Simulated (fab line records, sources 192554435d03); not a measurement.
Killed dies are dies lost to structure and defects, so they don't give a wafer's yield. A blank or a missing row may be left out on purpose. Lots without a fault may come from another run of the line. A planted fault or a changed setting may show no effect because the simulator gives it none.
fab line records | flow n5_finfet
record lots=10 wafers=30 last_day=18
route steps=1938 shown MOL_CONTACT_COAG@615 MIM_BOT_ETCH@1869 PASS1_CAP@1874 PASSIVATION@1928
lots that met no fault: from a run of the same line without faults
start_h: hours from the record's first day to the start of the lot's first wafer shown | wait_h: hours since the lot's step before | " the same as in the row above | L1.1+2: a row that stands for several wafers | - no value, or no start given | * or withheld: withheld | < > ~ a bound
route shown NAME@n: a module of which the file shows steps, and the number in the route of the first | usual: mean/standard deviation of fault-free wafers | same: alike in all rows | chamber/n: place in a boat | sites: the reading at each site | _std_site: their standard deviation | _edge_site: outer sites' mean less inner sites' | radius_mm: how far each site lies from the wafer's centre | mask NAME#n: copy n | behind: the tool/chamber that last shaped the wafer | hold: why the lot was held/for how many hours/how that ended | device: the transistor (n, p or np) that didn't switch | end of line: the same wafers' tests at the end of the route | a step without rows: its recipe alone | killed: dies lost to structure and defects at the first sort, not the wafer's yield | map: a wafer's dies, x killed, . not, _ none there
set.NAME: the setting as run; set.NAME@STEP: as run at that earlier step | model.NAME: the simulator's own value behind a step, which no gauge read
steps of the route over a sample of lots; a table a step, a row a wafer
services: from which hour (start_h, from the record's first day; less than 0 if before it) a tool's chamber was out of use, for how many hours, and why
## steps
# step N5_MOL_CONTACT_COAG_VIA_ETCH_117
# recipe chemistry=C4F6/O2 target_depth_a=400 overetch_a=80 mask_material=SOC target=SiO2 bias_w=455 pressure_mtorr=10 time_s=26 source_w=325 Ar_flow_sccm=300 C4F6_flow_sccm=10 O2_flow_sccm=10 ion_energy_ev=575.3 ends=end_point
# usual drypump_motor_current_A=5.8/0.54 oes_product_au=0.69/0.065 rf_vpp_V=1584/15 showerhead_plenum_p_Torr=2.84/0.087 throttle_valve_pct=41.07/0.29
# columns lot.wafer tool chamber start_h wait_h drypump_motor_current_A oes_product_au rf_hours_counter_h rf_vpp_V showerhead_plenum_p_Torr throttle_valve_pct
L209.1 rie_diel-03 0 111.16 0.0 5.2 0.67 163 1596 2.85 40.91
L209.5 " 2 " " 6.5 0.64 - 1609 2.92 41.27
L209.6 " 1 " " 4.9 0.78 - 1574 2.99 40.96
L210.1 rie_diel-03 1 113.13 0.0 4.9 0.79 40 1574 2.99 40.95
L210.3 " 3 " " 6.2 0.68 166 1583 2.83 40.52
L210.4 " 2 " " 6.5 0.64 214 1608 2.92 41.27
L211.2 rie_diel-03 3 116.83 0.0 6.3 0.67 167 1583 2.83 40.52
L211.5 " 1 " " 4.9 0.79 - 1573 2.99 40.96
L211.6 " 2 " " 6.5 0.64 - 1608 2.92 41.26
L212.2 rie_diel-04 3 127.42 0.0 6.0 0.65 193 1574 2.94 40.84
L212.3 " 0 " " 5.8 0.65 194 1595 2.71 41.19
L212.6 " 1 " " 6.2 0.72 - 1594 2.87 41.61
L214.1 rie_diel-04 0 156.92 0.0 5.8 0.64 202 1595 2.71 41.18
L214.4 " 2 " " 5.3 0.64 210 1585 2.70 41.32
L214.6 " 1 " " 6.2 0.71 - 1594 2.87 41.62
L216.2 rie_diel-04 1 157.63 0.0 6.1 0.71 102 1595 2.87 41.62
L216.3 " 2 " " 5.3 0.63 210 1584 2.70 41.31
L216.6 " 1 " " 6.2 0.71 - 1594 2.87 41.64
L217.1 rie_diel-04 3 160.32 0.0 6.0 0.65 202 1576 2.94 40.81
L217.4 " 2 " " 5.3 0.64 211 1585 2.70 41.32
L217.5 " 2 " " 5.3 0.64 - 1586 2.70 41.31
L218.1 rie_diel-04 3 164.88 0.0 6.0 0.65 204 1575 2.94 40.82
L218.3 " 2 " " 5.3 0.64 213 1586 2.70 41.31
L218.5 " 2 " " 5.3 0.63 - 1585 2.70 41.32
L219.4 rie_diel-04 0 169.75 0.0 5.8 0.64 206 1596 2.70 41.20
L219.5 " 0 " " 5.7 0.64 - 1597 2.70 41.20
L219.6 " 3 " " 6.0 0.65 - 1575 2.94 40.82
L224.1 rie_diel-04 2 197.33 0.0 5.3 0.62 224 1584 2.69 41.32
L224.4 " 3 " " 6.0 0.64 215 1574 2.93 40.82
L224.6 " 0 " " 5.8 0.63 - 1594 2.70 41.20
# step N5_MIM_BOT_ETCH_STRIP_01
# recipe chemistry=O2 power_w=600 temp_c=60 pressure_mtorr=30 rf_frequency_hz=6e+07 bias_power_w=0 overash_fraction=0.5 o2_flow_sccm=225
# usual drypump_motor_current_A=5.8/0.53 oes_product_au=0.84/0.085 rf_vpp_V=3.6/1.5 showerhead_plenum_p_Torr=2.12/0.068 throttle_valve_pct=16.63/0.29
# same bias_power_w=0
# columns lot.wafer tool chamber start_h wait_h drypump_motor_current_A oes_product_au rf_hours_counter_h rf_vpp_V showerhead_plenum_p_Torr throttle_valve_pct
L209.1 rie_diel-01 2 304.92 0.1 5.2 0.79 103 4.7 2.12 16.91
L209.5 " 1 " " 6.5 0.88 - 2.5 2.06 16.35
L209.6 " 2 " " 5.2 0.81 - 6.9 2.12 16.93
L210.1 rie_diel-03 0 334.18 0.1 5.2 0.70 228 3.9 2.06 16.39
L210.3 " 2 " " 6.5 0.93 23 2.7 2.15 16.51
L210.4 " 1 " " 4.9 0.81 108 2.1 2.19 16.74
L211.2 rie_diel-01 1 345.03 0.1 6.5 0.86 53 4.4 2.05 16.41
L211.5 " 1 " " 6.5 0.88 - 2.1 2.05 16.35
L211.6 " 0 " " 6.0 0.81 - 3.2 2.03 16.59
L212.2 rie_diel-01 1 346.09 0.2 6.5 0.87 54 1.6 2.05 16.43
L212.3 " 2 " " 5.2 0.80 120 3.8 2.11 16.94
L212.6 " 1 " " 6.5 0.88 - 5.0 2.05 16.43
L217.1 rie_diel-04 3 365.55 0.1 6.0 0.94 14 3.7 2.15 16.25
L217.4 " 1 " " 6.2 0.73 178 3.3 2.09 17.11
L217.5 " 2 " " 5.3 0.93 - 2.9 2.23 16.63
L218.1 rie_diel-04 1 392.59 0.1 6.2 0.71 188 2.9 2.09 17.17
L218.3 " 0 " " 5.8 0.91 18 5.0 2.23 16.55
L218.5 " 1 " " 6.2 0.72 - 6.1 2.09 17.16
L216.2 rie_diel-04 1 393.65 0.1 6.2 0.70 188 3.1 2.09 17.16
L216.3 " 2 " " 5.3 0.91 40 1.1 2.23 16.60
L216.6 " 3 " " 6.1 0.90 - 2.9 2.15 16.30
L214.1 rie_diel-01 1 401.52 0.1 6.5 0.83 72 1.0 2.04 16.44
L214.4 " 3 " " 5.8 0.95 18 2.5 2.05 16.55
L214.6 " 2 " " 5.2 0.76 - 3.3 2.11 16.96
L219.4 rie_diel-03 1 402.21 0.1 4.9 0.79 - 2.3 2.19 16.78
L219.5 " 2 " " 6.5 0.87 - 4.0 2.14 16.56
L219.6 " 0 " " 5.2 0.68 - 4.6 2.05 16.43
L224.1 rie_diel-04 2 419.91 0.1 5.3 0.89 50 4.0 2.22 16.62
L224.4 " 3 " " 6.1 0.90 32 3.1 2.14 16.25
L224.6 " 1 " " 6.2 0.72 - 0.2 2.08 17.21
# step N5_PASSIVATION_PECVD_01
# recipe material=SiNx target_thk_a=2000 temp_c=400 precursor=SiH4/NH3/N2 pressure_torr=4.9 rf_w=1406 time_s=43.2
# usual heater_power_outer_w=140/58 heater_power_w=334/100 showerhead_plenum_p_Torr=8.64/0.057 throttle_valve_pct=29.0/1.8
# columns lot.wafer tool chamber start_h wait_h heater_power_outer_w heater_power_w showerhead_plenum_p_Torr throttle_valve_pct
L209.1 pecvd-02 1 305.86 0.0 124 275 8.53 31.3
L209.5 " 0 " " 138 426 8.60 30.1
L209.6 " 2 " " 72 210 8.66 27.2
L210.1 pecvd-02 2 334.72 0.0 132 291 8.67 27.1
L210.3 " 1 " " 67 209 8.56 31.3
L210.4 " 2 " " 140 292 8.66 26.9
L211.2 pecvd-04 2 345.60 0.0 213 490 8.68 30.5
L211.5 " 1 " " 147 388 8.63 29.4
L211.6 " 0 " " 95 225 8.55 30.3
L212.2 pecvd-04 1 346.62 0.0 256 526 8.63 29.5
L212.3 " 0 " " 77 197 8.57 30.4
L212.6 " 2 " " 266 562 8.69 30.0
L217.1 pecvd-01 2 366.09 0.0 163 347 8.68 26.1
L217.4 " 2 " " 169 353 8.68 26.4
L217.5 " 0 " " 57 235 8.73 30.1
L218.1 pecvd-02 1 393.13 0.0 149 312 8.53 31.4
L218.3 " 2 " " 152 321 8.67 27.6
L218.5 " 1 " " 152 323 8.53 31.5
L216.2 pecvd-02 0 394.19 0.0 132 413 8.60 30.3
L216.3 " 2 " " 151 324 8.65 27.3
L216.6 " 1 " " 126 279 8.54 31.7
L214.1 pecvd-01 2 402.07 0.0 65 216 8.65 26.4
L214.4 " 2 " " 78 229 8.68 26.3
L214.6 " 0 " " 104 291 8.72 29.7
L219.4 pecvd-01 0 402.77 0.0 91 277 8.74 29.9
L219.5 " 2 " " 98 252 8.67 26.1
L219.6 " 0 " " 99 281 8.68 29.8
L224.1 pecvd-01 1 420.47 0.0 167 340 8.60 26.3
L224.4 " 0 " " 109 303 8.72 29.9
L224.6 " 0 " " 111 305 8.75 29.9
# step N5_PASSIVATION_DESCUM_46
# recipe chemistry=O2 time_s=7.9 source_power_w=50 bias_power_w=20 pressure_mtorr=20 rf_frequency_hz=2.712e+07 temp_c=40 o2_flow_sccm=225
# usual bias_power_w=20.00/0.07 drypump_motor_current_A=5.8/0.53 oes_product_au=0.84/0.087 rf_vpp_V=243.4/1.4 showerhead_plenum_p_Torr=2.11/0.069 throttle_valve_pct=20.38/0.28
# columns lot.wafer tool chamber start_h wait_h bias_power_w drypump_motor_current_A oes_product_au rf_hours_counter_h rf_vpp_V showerhead_plenum_p_Torr throttle_valve_pct
L209.1 rie_diel-04 0 311.58 0.0 20.00 5.7 0.69 245 241.9 1.97 20.70
L209.5 " 2 " " 19.97 5.3 0.98 - 246.4 2.23 20.37
L209.6 " 3 " " 19.93 6.0 0.68 - 242.9 2.15 20.36
L210.1 rie_diel-01 1 340.87 0.0 20.03 6.5 0.88 51 241.4 2.04 20.17
L210.3 " 2 " " 20.02 5.2 0.79 117 243.2 2.11 20.74
L210.4 " 2 " " 20.10 5.2 0.79 - 243.1 2.11 20.71
L211.2 rie_diel-01 2 350.05 0.0 20.06 5.2 0.79 121 241.8 2.11 20.75
L211.5 " 2 " " 20.06 5.2 0.78 - 243.9 2.11 20.72
L211.6 " 0 " " 19.95 6.0 0.81 - 242.6 2.02 20.33
L212.2 rie_diel-01 0 354.73 0.8 20.08 6.0 0.81 80 243.8 2.02 20.32
L212.3 " 2 " " 20.13 5.2 0.80 122 243.8 2.11 20.73
L212.6 " 0 " " 20.06 6.0 0.81 - 242.1 2.03 20.33
L217.1 rie_diel-01 2 370.73 0.1 19.95 5.2 0.78 126 244.5 2.11 20.74
L217.4 " 1 " " 20.11 6.5 0.86 61 243.4 2.04 20.19
L217.5 " 0 " " 20.13 6.0 0.82 - 241.9 2.02 20.33
L218.1 rie_diel-04 1 398.25 0.0 19.95 6.2 0.72 189 241.0 2.08 20.94
L218.3 " 3 " " 19.99 5.9 0.89 27 243.9 2.14 20.10
L218.5 " 1 " " 20.14 6.2 0.72 - 242.6 2.08 20.92
L216.2 rie_diel-03 2 400.31 0.2 19.97 6.5 0.88 48 244.6 2.13 20.32
L216.3 " 1 " " 19.96 4.9 0.78 132 244.5 2.18 20.54
L216.6 " 2 " " 20.04 6.5 0.86 - 242.5 2.13 20.32
L214.1 rie_diel-03 1 406.88 0.2 20.08 4.9 0.78 136 245.5 2.18 20.55
L214.4 " 1 " " 20.10 4.9 0.79 - 244.7 2.18 20.54
L214.6 " 0 " " 19.91 5.2 0.67 - 243.0 2.04 20.10
L219.4 rie_diel-01 2 407.81 0.3 20.02 5.2 0.77 142 244.3 2.10 20.76
L219.5 " 2 " " 19.99 5.2 0.77 - 243.0 2.10 20.75
L219.6 " 1 " " 20.05 6.5 0.85 - 242.0 2.04 20.20
L224.1 rie_diel-03 3 426.77 0.1 20.00 6.3 0.97 5 242.8 2.06 20.01
L224.4 " 0 " " 19.93 5.2 1.00 0 243.4 2.04 19.72
L224.6 " 1 " " 19.96 4.9 0.76 - 244.6 2.18 20.57
# step N5_PASSIVATION_PROBE_49
# usual defect_limited_yield=91.2/1.4 killed_at_M0_to_M3=36/11 killed_at_M4_up=14/5.6 killed_at_contacts=12/5.9 killed_at_front_end=38/13 killed_at_other=3.5/2.7 killed_dies=104/17 killed_open=68/12 killed_short=34/8.2 sort_bin_5_function=5.1/0.95 sort_bin_6_memory=3.3/0.7 sort_n_pass=1076/17 sort_yield_pct=91.2/1.4
# same gross_dies=1180 killed_at_back_side=0 sort_bin_4_leakage[%]=0 sort_bin_8_speed[%]=0
# columns lot.wafer tool chamber start_h wait_h defect_limited_yield[%] killed_at_M0_to_M3 killed_at_M4_up killed_at_contacts killed_at_front_end killed_at_other killed_dies killed_open killed_short sort_bin_5_function[%] sort_bin_6_memory[%] sort_n_pass sort_yield_pct[%]
L212.2 prober-02 - 357.82 0.1 89.2 34 24 9 57 3 127 87 40 6.5 3.9 1053 89.2
L212.3 prober-02 - 357.87 0.1 90.6 22 26 15 42 6 111 76 33 5.6 3.6 1069 90.6
L212.6 prober-02 - 358.02 0.3 90.6 31 18 10 45 7 111 73 36 5.1 4.1 1069 90.6
L219.4 prober-01 - 411.01 0.2 79.7 35 12 152 35 5 239 62 30 12.2 4.3 941 79.7
L219.5 prober-01 - 411.06 0.2 81.3 30 20 147 22 2 221 52 28 11.8 3.5 959 81.3
L219.6 prober-01 - 411.11 0.3 80.6 23 9 146 44 7 229 51 35 12.9 3.7 951 80.6
L224.1 prober-01 - 429.83 0.0 87.8 25 10 66 41 2 144 45 36 6.6 3.5 1036 87.8
L224.4 prober-01 - 429.98 0.2 81.9 23 10 142 38 1 214 55 16 11.6 3.4 966 81.9
L224.6 prober-01 - 430.08 0.3 81.3 20 8 145 41 7 221 52 31 11.4 3.9 959 81.3
# killed by level:class
L212.2 STI_FIN_REVEAL:geometric_particle:open=16 BEOL_M4:geometric_particle:open=15 FIN_SAQP:geometric_particle:open=11 MOL_CONTACT_COAG:geometric_particle:open=8 BEOL_M3:geometric_particle:open=8 GATE_CUT:geometric_particle:short=7 BEOL_M0_SAQP:geometric_particle:short=6 BEOL_M1:geometric_particle:open=6
L212.3 BEOL_M4:geometric_particle:open=14 FIN_SAQP:geometric_particle:open=11 MOL_CONTACT_COAG:geometric_particle:open=9 DUMMY_GATE:geometric_particle:open=6 BEOL_M0_SAQP:geometric_particle:open=6 FIN_SAQP:geometric_particle:short=5 MOL_CONTACT_COAG:geometric_particle:short=5 BEOL_M0_SAQP:geometric_particle:short=5
L212.6 STI_FIN_REVEAL:geometric_particle:open=16 MOL_CONTACT_COAG:geometric_particle:open=8 FIN_SAQP:geometric_particle:open=7 BEOL_M0_SAQP:geometric_particle:short=7 BEOL_M0_SAQP:geometric_particle:open=7 BEOL_M3:geometric_particle:open=6 FIN_SAQP:geometric_particle:short=5 ILD0:geometric_particle:open=5
L219.4 MOL_CONTACT_COAG:unspecified=144 FIN_SAQP:geometric_particle:open=12 BEOL_M1:geometric_particle:open=9 BEOL_M0_SAQP:geometric_particle:short=8 MOL_CONTACT_COAG:geometric_particle:open=6 BEOL_M0_SAQP:geometric_particle:open=6 GATE_CUT:geometric_particle:short=4 GATE_CUT:geometric_particle:open=4
L219.5 MOL_CONTACT_COAG:unspecified=139 BEOL_M4:geometric_particle:open=11 BEOL_M0_SAQP:geometric_particle:short=8 BEOL_M1:geometric_particle:open=7 FIN_SAQP:geometric_particle:open=6 MOL_CONTACT_COAG:geometric_particle:open=6 STARTING-WAFER:geometric_particle:short=6 BEOL_M0_SAQP:geometric_particle:open=5
L219.6 MOL_CONTACT_COAG:unspecified=137 FIN_SAQP:geometric_particle:short=10 FIN_SAQP:geometric_particle:open=7 MOL_CONTACT_COAG:geometric_particle:open=7 BEOL_M0_SAQP:geometric_particle:short=6 BEOL_M0_SAQP:geometric_particle:open=5 ILD0:geometric_particle:open=4 DUMMY_GATE:geometric_particle:open=4
L224.1 MOL_CONTACT_COAG:unspecified=60 BEOL_M2:geometric_particle:open=9 FIN_SAQP:geometric_particle:open=8 GATE_CUT:geometric_particle:short=6 BEOL_M0_SAQP:geometric_particle:short=5 STARTING-WAFER:geometric_particle:short=5 FIN_SAQP:geometric_particle:short=4 MOL_CONTACT_COAG:geometric_particle:open=4
L224.4 MOL_CONTACT_COAG:unspecified=138 FIN_SAQP:geometric_particle:open=18 DUMMY_GATE:geometric_particle:open=6 BEOL_M1:geometric_particle:open=6 BEOL_M2:geometric_particle:open=5 BEOL_M3:geometric_particle:open=4 BEOL_M0_SAQP:geometric_particle:open=3 STARTING-WAFER:geometric_particle:open=3
L224.6 MOL_CONTACT_COAG:unspecified=136 FIN_SAQP:geometric_particle:open=10 FIN_SAQP:geometric_particle:short=9 MOL_CONTACT_COAG:geometric_particle:open=5 BEOL_M1:geometric_particle:open=5 STI_FIN_REVEAL:geometric_particle:open=4 MOL_CONTACT_COAG:geometric_particle:short=4 BEOL_M0_SAQP:geometric_particle:short=4
## services
# columns tool chamber start_h hours kind
rie_diel-03 3 94.86 2.8 repair
rie_diel-04 - 116.95 2.8 pm
pecvd-04 - 120.58 4.3 pm
pecvd-01 - 126.37 6.7 repair
pecvd-04 1 131.12 3.2 repair
pecvd-02 - 137.96 0.3 repair
pecvd-01 0 152.14 2.2 repair
pecvd-04 - 161.16 1.9 repair
pecvd-01 - 190.56 14.6 pm
rie_diel-04 3 203.78 9.4 repair
pecvd-02 - 207.61 0.5 repair
rie_diel-04 3 215.41 11.3 repair
pecvd-01 1 216.06 12.8 repair
rie_diel-01 1 219.97 25.1 repair
pecvd-04 0 228.23 9.0 repair
pecvd-01 - 228.73 2.5 repair
pecvd-01 - 231.27 2.8 pm
pecvd-02 1 245.88 19.7 repair
pecvd-04 - 247.48 0.7 repair
pecvd-04 2 270.21 5.2 repair
rie_diel-04 0 276.34 24.4 repair
rie_diel-01 0 320.42 4.8 repair
rie_diel-01 - 351.87 2.8 pm
pecvd-04 2 369.30 6.7 repair
## key
first_sign step=N5_PASSIVATION_PROBE_49 reading=killed_at_contacts direction=up sigmas=21 usual=12 struck=133
effect step=N5_PASSIVATION_PROBE_49 reading=killed_dies direction=up sigmas=6.3 usual=104 struck=211
more_kills_born_at N5_MOL_CONTACT_COAG_VIA_ETCH_117@rie_diel-04=754
met_at N5_MOL_CONTACT_COAG_VIA_ETCH_117
struck_lots L219,L224
not_acting_at N5_MIM_BOT_ETCH_STRIP_01,N5_PASSIVATION_PECVD_01,N5_PASSIVATION_DESCUM_46
onset_between 164.88 169.75
also_fits time
fault kind=chamber_particle_source tool=rie_diel-04 chamber=- onset_h=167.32 steps=N5_MOL_CONTACT_COAG_VIA_ETCH_117 rate_per_visit_cm2=1.2759 end_h=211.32
